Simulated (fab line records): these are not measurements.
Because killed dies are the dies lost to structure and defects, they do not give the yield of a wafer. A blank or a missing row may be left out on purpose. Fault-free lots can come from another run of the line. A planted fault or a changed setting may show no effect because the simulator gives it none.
fab line records | flow n5-finfet
record: lots: 4 wafers: 12 last-day: 15
route steps=1938 shown BEOL_M9@1461 BEOL_M10@1470 PASSIVATION@1936
lots that met no fault: from a run of the same line without faults
start-h: the number of hours between the record's first day and the start of the first shown wafer of the lot | wait-h: time in hours since the lot's previous step | " the same as in the row above | L1.1+2: a row that stands for several wafers | - no value present, or no start provided | * or withheld: withheld | < > ~ a bound
route shown NAME@n: NAME is a module with steps in the file, n the number in the route of the first one | usual: mean/standard deviation taken from wafers without a fault | same: alike in all rows | chamber/n: place in a boat | sites: each site's reading | _std_site: standard deviation across them | _edge_site: inner sites' mean taken away from outer sites' mean | radius-mm: for every site, how far away it sits from the centre of the wafer | mask NAME#n: copy n | behind: the most recent tool/chamber to have shaped the wafer | hold: cause of the lot's hold/its duration in hours/its outcome | device: whichever transistor did not switch (one of n, p or np) | end of line: the route-end tests of the same wafers | a step with no rows: only its recipe | killed: dies that structure and defects cost at the first sort, which is not the same as the wafer's yield | map: per-die view of a wafer (x killed, . not killed, _ where there is no die)
set.NAME: the run value of the setting; set.NAME@STEP: its run value at that earlier step | model.NAME: the simulator's own value behind a step, which no gauge read
lots at selected steps of the route; one table per step, one row per wafer
services: a tool's chamber out of use, with start hour (start-h, from the record's first day; less than 0 if before it), hours out, and reason
== steps ==
step: N5_BEOL_M9_SPUTTER_48
recipe: material: Cu target-thk-a: 120 temp-c: -20 bias-v: 60 power-w: 26000 chamber-pressure-pa: 0.13 time-s: 2
step: N5_BEOL_M9_ECD_50
recipe: material: Cu target-thk-a: 3180
step: N5_BEOL_M9_ANNEAL_51
recipe: temp-c: 225 time-s: 90 ambient: N2
step: N5_BEOL_M9_CMP_52
recipe: stop-on: SiCOH_lowk t-overpolish-s: 7 down-force-psi: 1 platen-rpm: 50 clearing-platen-down-force-psi: 1.5 clearing-platen-rpm: 50 post-cmp-clean: cu-alkaline target-thk-nm: 140 clearing-platen-pad-velocity-m-s: 0.99484 pad-velocity-m-s: 0.99484
step: N5_BEOL_M9_PRE_CLEAN_55
recipe: gas: NH3 time-s: 15 temp-c: withheld rf-power-w: 300
step: N5_BEOL_M9_DEP_56
recipe: material: SiCN target-thk-a: 150 temp-c: withheld precursor: 3MS/NH3 pressure-torr: 3 rf-w: 202 time-s: 26.5
step: N5_BEOL_M10_ILD_DEP_00
recipe: material: SiCOH_lowk target-thk-a: 3085.1 temp-c: 300 precursor: DEMS/porogen pressure-torr: 5 rf-w: 500 time-s: 58
step: N5_BEOL_M10_CURE_71
recipe: temp-c: 385 time-s: 240 ambient: He/Ar material: SiCOH_lowk
step: N5_BEOL_M10_PECVD_70
recipe: material: SiO2 target-thk-a: 200 temp-c: 400 precursor: TEOS/O2 pressure-torr: 5.5 rf-w: 450 teos-flow-sccm: 53.8 gas: O2 flow-sccm: 3000 time-s: 22.7
usual: heater-power-w: 762/120 rf-fwd-power-W: 444.6/1.9 showerhead-plenum-p-Torr: 8.78/0.043 throttle-valve-pct: 21.9/1.3
columns lot.wafer tool chamber start-h wait-h heater-power-w rf-fwd-power-W showerhead-plenum-p-Torr since-wet-clean-h throttle-valve-pct model.SiO2_of_BEOL_M10_PECVD_70.thk-nm
L607.2 pecvd-04 2 244.66 0.0 892 443.7 8.76 13 20.4 20
L607.3 " 0 " " 753 442.5 8.85 767 20.5 19.6
L607.5 " 2 " " 882 444.5 8.75 - 20.6 20.2
L606.2 pecvd-04 0 249.17 0.0 821 442.7 8.83 772 20.4 19.6
L606.3 " 1 " " 856 445.1 8.70 1497 21.5 20
L606.6 " 2 " " 738 446.9 8.79 - 20.7 28.2
L608.2 pecvd-04 1 255.05 0.0 1006 441.7 8.72 1503 21.5 20
L608.4 " 0 " " 865 444.1 8.85 - 20.3 20.2
L608.6 " 2 " " 735 445.6 8.75 - 20.7 28.2
L613.1 pecvd-02 1 300.38 0.0 763 443.7 8.76 1729 22.4 20
L613.3 " 2 " " 501 447.8 8.80 250 20.8 19.6
L613.5 " 1 " " 794 445.3 8.77 - 22.7 20.6
step: N5_BEOL_M10_HM_DEP_02
recipe: material: TiN target-thk-a: 200 temp-c: 25 chamber-pressure-pa: 0.49996
step: N5_BEOL_M10_COAT_59
recipe: resist: SOC temp-c: 250 time-s: 60 spin-rpm: 1500 resist-thk-nm: 100
step: N5_BEOL_M10_COAT_60
recipe: resist: SiARC temp-c: 220 time-s: 60 spin-rpm: 1500 resist-thk-nm: 30
step: N5_BEOL_M10_COAT_05
recipe: resist: CAR-ArF spin-rpm: 1500 resist-thk-nm: 90
step: N5_BEOL_M10_EBR_07
recipe: solvent: PGMEA ebr-width-mm: 1.5
step: N5_BEOL_M10_SOFTBAKE_06
recipe: temp-c: 110 time-s: 60 resist: CAR-ArF
step: N5_BEOL_M10_EXPOSE_08
recipe: mask-id: M10 na: 1.35 source-shape: dipole sigma-inner: 0.411 sigma-outer: 0.611 polarization: te dose-mj: 53.75
step: N5_BEOL_M10_PEB_09
recipe: peb-temp-c: withheld peb-time-s: 60 resist: CAR-ArF
step: N5_BEOL_M10_DEVELOP_10
recipe: develop-time-s: 30 developer: TMAH resist: CAR-ArF rinse-liquid: diw dry: air-spin dev-temp-c: 23
step: N5_BEOL_M10_DESCUM_16
recipe: chemistry: O2 time-s: 7.9 source-power-w: 50 bias-power-w: 20 pressure-mtorr: 20 rf-frequency-hz: 2.712e+07 temp-c: 40 resist: CAR-ArF o2-flow-sccm: 225
step: N5_BEOL_M10_ETCH_61
recipe: chemistry: CF4 target: SiARC target-depth-a: 390 mask-material: CAR-ArF time-s: 65 ion-energy-ev: 80 pressure-mtorr: 40 source-w: 545 bias-w: 36 Ar_flow_sccm: 100 cf4-flow-sccm: 100 ends: cleared
step: N5_BEOL_M10_ETCH_62
recipe: chemistry: N2/H2 target: SOC target-depth-a: 1100 overetch-a: 220 mask-material: SiARC temp-c: 40 time-s: 165 ion-energy-ev: 200 pressure-mtorr: 30 source-w: 840 bias-w: 150 n2-flow-sccm: 200 h2-flow-sccm: 200
step: N5_BEOL_M10_STRIP_68
recipe: chemistry: N2/H2 temp-c: 40 n2-flow-sccm: 200 h2-flow-sccm: 200 rf-frequency-hz: 6e+07
step: N5_BEOL_M10_STRIP_67
recipe: chemistry: CF4 resist: SiARC power-w: 300 bias-power-w: 75 pressure-mtorr: 50 cf4-flow-sccm: 150 rf-frequency-hz: 6e+07
step: N5_BEOL_M10_HM_OPEN_17
recipe: chemistry: Cl2/BCl3 target-depth-a: 200 overetch-a: 60 target: TiN mask-material: SOC ion-energy-ev: 150 pressure-mtorr: 10 icp-w: 1000 bias-w: 126 Cl2_flow_sccm: 53.25 bcl3-flow-sccm: 21.75 Ar_flow_sccm: 25
step: N5_BEOL_M10_STRIP_19
recipe: chemistry: O2 power-w: 400 temp-c: 40 pressure-mtorr: 30 rf-frequency-hz: 6e+07 bias-power-w: 0 overash-fraction: 0.2 o2-flow-sccm: 225
step: N5_BEOL_M10_COAT_63
recipe: resist: SOC temp-c: 250 time-s: 60 spin-rpm: 1500 resist-thk-nm: 100
step: N5_BEOL_M10_COAT_64
recipe: resist: SiARC temp-c: 220 time-s: 60 spin-rpm: 1500 resist-thk-nm: 30
step: N5_BEOL_M10_COAT_22
recipe: resist: CAR-ArF spin-rpm: 1500 resist-thk-nm: 90
step: N5_BEOL_M10_EBR_24
recipe: solvent: PGMEA ebr-width-mm: 1.5
step: N5_BEOL_M10_SOFTBAKE_23
recipe: temp-c: 110 time-s: 60 resist: CAR-ArF
step: N5_BEOL_M10_EXPOSE_25
recipe: mask-id: V9 na: 1.35 source-shape: annular sigma-inner: 0.5 sigma-outer: 0.8 polarization: unpolarized dose-mj: 85.5
step: N5_BEOL_M10_PEB_26
recipe: peb-temp-c: withheld peb-time-s: 60 resist: CAR-ArF
step: N5_BEOL_M10_DEVELOP_27
recipe: develop-time-s: 30 developer: TMAH resist: CAR-ArF rinse-liquid: diw dry: air-spin dev-temp-c: 23
step: N5_BEOL_M10_HM_STRIP_39
recipe: chemistry: peroxide-tin-strip material: TiN target-depth-a: 250 temp-c: 50 time-s: 158
usual: bath-heat-duty-pct: 7.3/0.75
columns lot.wafer tool chamber start-h wait-h bath-heat-duty-pct model.SiO2_of_BEOL_M10_PECVD_70.thk-nm
L607.2 wet-bench-01 7 247.52 0.0 8.4 20
L607.3 " 2 " " 7.2 19.4
L607.5 " 6 " " 6.5 20
L606.2 wet-bench-06 0 253.73 0.0 6.4 19.6
L606.3 " 2 " " 5.8 19.8
L606.6 " 7 " " 8.2 28
L608.2 wet-bench-06 1 257.99 0.0 7.8 19.8
L608.4 " 3 " " 6.8 20.2
L608.6 " 7 " " 7.9 28
L613.1 wet-bench-01 7 303.40 0.0 8.1 19.8
L613.3 " 6 " " 7.6 19.4
L613.5 " 4 " " 8.1 20.4
step: N5_BEOL_M10_CMP_52
recipe: stop-on: SiCOH_lowk t-overpolish-s: 7 down-force-psi: 1 platen-rpm: 50 clearing-platen-down-force-psi: 1.5 clearing-platen-rpm: 50 post-cmp-clean: cu-alkaline target-thk-nm: 140 clearing-platen-pad-velocity-m-s: 0.99484 pad-velocity-m-s: 0.99484
usual: barrier-field-endpoint-s: 29.0/0.75 motor-current-A: 6.1/0.78 platen-rpm: 50.00/0.031
columns lot.wafer tool chamber start-h wait-h barrier-field-endpoint-s motor-current-A platen-rpm
L607.2 cmp-02 0 251.16 0.3 28.4 5.0 49.99
L607.3 " 2 " " 28.5 7.2 50.02
L607.5 " 0 " " 28.5 4.8 49.98
L606.3 cmp-03 3 257.24 0.2 29.4 7.0 50.00
L606.2 " 0 " " 29.8 6.4 49.93
L606.6 " 3 " " 39.7 6.6 50.03
L608.2 cmp-03 0 261.42 0.3 29.1 6.4 50.00
L608.4 " 1 " " 29.1 6.4 50.01
L608.6 " 3 " " 38.0 6.4 49.97
L613.3 cmp-02 2 306.18 0.2 28.3 7.3 50.00
L613.1 " 0 " " 28.1 5.0 49.98
L613.5 " 2 " " 29.0 7.9 50.00
step: N5_PASSIVATION_PROBE_49
usual: defect-limited-yield: 91.7/1.5 killed_at_M0_to_M3: 30/8.6 killed_at_M4_up: 12/4.5 killed-at-contacts: 13/5.8 killed-at-front-end: 38/11 killed-at-other: 4/3 killed-dies: 97/17 killed-open: 63/12 killed-short: 32/8.8 sort_bin_5_function: 4.8/0.91 sort_bin_6_memory: 3.1/0.68 sort-n-pass: 1083/17 sort-yield-pct: 91.7/1.5
same: gross-dies: 1180 killed-at-back-side: 0 sort_bin_4_leakage[%]: 0 sort_bin_8_speed[%]: 0
columns lot.wafer tool chamber start-h wait-h defect-limited-yield[%] killed_at_M0_to_M3 killed_at_M4_up killed-at-contacts killed-at-front-end killed-at-other killed-dies killed-open killed-short sort_bin_5_function[%] sort_bin_6_memory[%] sort-n-pass sort-yield-pct[%]
L606.2 prober-02 - 306.04 0.2 91.3 24 22 13 43 1 103 53 42 4.9 3.3 1077 91.3
L606.3 prober-02 - 306.09 0.3 91.9 28 12 30 24 1 95 64 28 4.7 3.1 1085 91.9
L606.6 prober-02 - 306.24 0.4 90.2 37 19 9 49 2 116 68 41 5.3 3.7 1064 90.2
killed by level:class
L606.2 FIN_SAQP:geometric-particle:short=11 BEOL_M4:geometric-particle:open=11 MOL_CONTACT_COAG:geometric-particle:open=9 BEOL_M0_SAQP:geometric-particle:short=8 FIN_SAQP:geometric-particle:open=5 BEOL_M3:geometric-particle:open=5 MOL_CONTACT_COAG:geometric-particle:short=4 BEOL_M0_SAQP:geometric-particle:open=4
L606.3 MOL_CONTACT_COAG:geometric-particle:open=23 BEOL_M2:geometric-particle:open=7 MOL_CONTACT_COAG:geometric-particle:short=6 BEOL_M3:geometric-particle:open=6 FIN_SAQP:geometric-particle:short=5 BEOL_M0_SAQP:geometric-particle:open=5 BEOL_M3:geometric-particle:short=4 STARTING-WAFER:geometric-particle:open=4
L606.6 FIN_SAQP:geometric-particle:short=13 BEOL_M2:geometric-particle:open=9 BEOL_M3:geometric-particle:open=9 STI_FIN_REVEAL:geometric-particle:open=7 MOL_CONTACT_COAG:geometric-particle:open=7 BEOL_M6:geometric-particle:open=7 BEOL_M0_SAQP:geometric-particle:short=7 DUMMY_GATE:geometric-particle:open=5
== services ==
columns tool chamber start-h hours kind
cmp-02 - 229.11 3.4 repair
cmp-02 - 233.99 3.5 repair
cmp-02 - 245.13 5.6 repair
cmp-03 - 252.05 1.9 repair
pecvd-02 2 260.86 - calibration
cmp-02 - 262.98 0.3 repair
cmp-02 - 275.49 1.8 repair
== key ==
first-sign: step: N5_BEOL_M10_CMP_52 reading: barrier-field-endpoint-s direction: up sigmas: 13 usual: 29.0 struck: 38.8
effect none on later readings
model-effect: step: N5_BEOL_M10_PECVD_70 value: SiO2_of_BEOL_M10_PECVD_70.thk-nm without: 20.1 struck: 28.2
model-effect: step: N5_BEOL_M10_HM_STRIP_39 value: SiO2_of_BEOL_M10_PECVD_70.thk-nm without: 20 struck: 28
met-at N5_BEOL_M10_PECVD_70
struck-wafers L606.6,L608.6
onset-between 244.66 249.17
fault: kind: process-parameter-drift tool: pecvd-04 chamber: 2 onset-h: 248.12 steps: N5_BEOL_M10_PECVD_70 channel: time-s offset: * shape: step end-h: 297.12 acts-in: * stated: *
